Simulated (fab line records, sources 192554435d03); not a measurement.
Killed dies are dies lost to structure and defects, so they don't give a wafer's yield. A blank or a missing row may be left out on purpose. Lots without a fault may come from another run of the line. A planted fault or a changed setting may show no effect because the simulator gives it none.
Which tool did it? | flow n5_finfet | 12 lots, 36 wafers sampled, at 1 step of a route of 1938

WHAT THE GAUGES READ, wafer by wafer
N5_BEOL_M2_CD_MEAS_28: target cd 26.2 nm, target cd y 24.1 nm.
lot  | measured     | on        | cd_nm (nm)
L075 | day 7 21:11  | cd_sem-02 | 25.92 26.59 26.22
L077 | day 7 22:22  | cd_sem-01 | 26.22 26.17 26.07
L079 | day 8 05:59  | cd_sem-03 | 26.33 26.07 25.94
L081 | day 8 08:59  | cd_sem-01 | 26.32 25.79 26.15
L083 | day 8 21:05  | cd_sem-01 | 26.18 26.55 26.02
L084 | day 9 23:05  | cd_sem-03 | 26.06 26.03 26.19
L087 | day 10 09:18 | cd_sem-03 | 25.86 26.14 26.04
L089 | day 10 15:01 | cd_sem-02 | 25.90 25.95 25.81
L091 | day 10 21:39 | cd_sem-01 | 26.22 25.96 26.58
L093 | day 11 08:26 | cd_sem-03 | 26.18 26.24 26.65
L095 | day 12 10:23 | cd_sem-02 | 25.83 26.40 26.10
L096 | day 13 00:06 | cd_sem-01 | 26.03 26.19 26.34

WHICH TOOL RAN EACH LOT (tool, then ch and the chambers of the sampled wafers, then the start)
The record holds no process step before these readings.

THE ANSWER, worked out from the rows above alone
Rule: what is usual is taken from the lots themselves. Put in order of their means at a reading, lots are off if they are a third of the lots or fewer, leave a main group of 4 or more, and stand apart from it by a gap of 3 or more times the standard deviation of the main group's means; of several such gaps the widest counts. A main group whose means are all the same, to the digits that the tables above print for the reading, isn't used. A lot without any number at a reading at which 4 lots or more have one is off too. The other lots that the step has rows for count as sound.
No lot is off at any reading shown: from this, nothing can be told.

WHAT THE SIMULATOR HAD PUT IN
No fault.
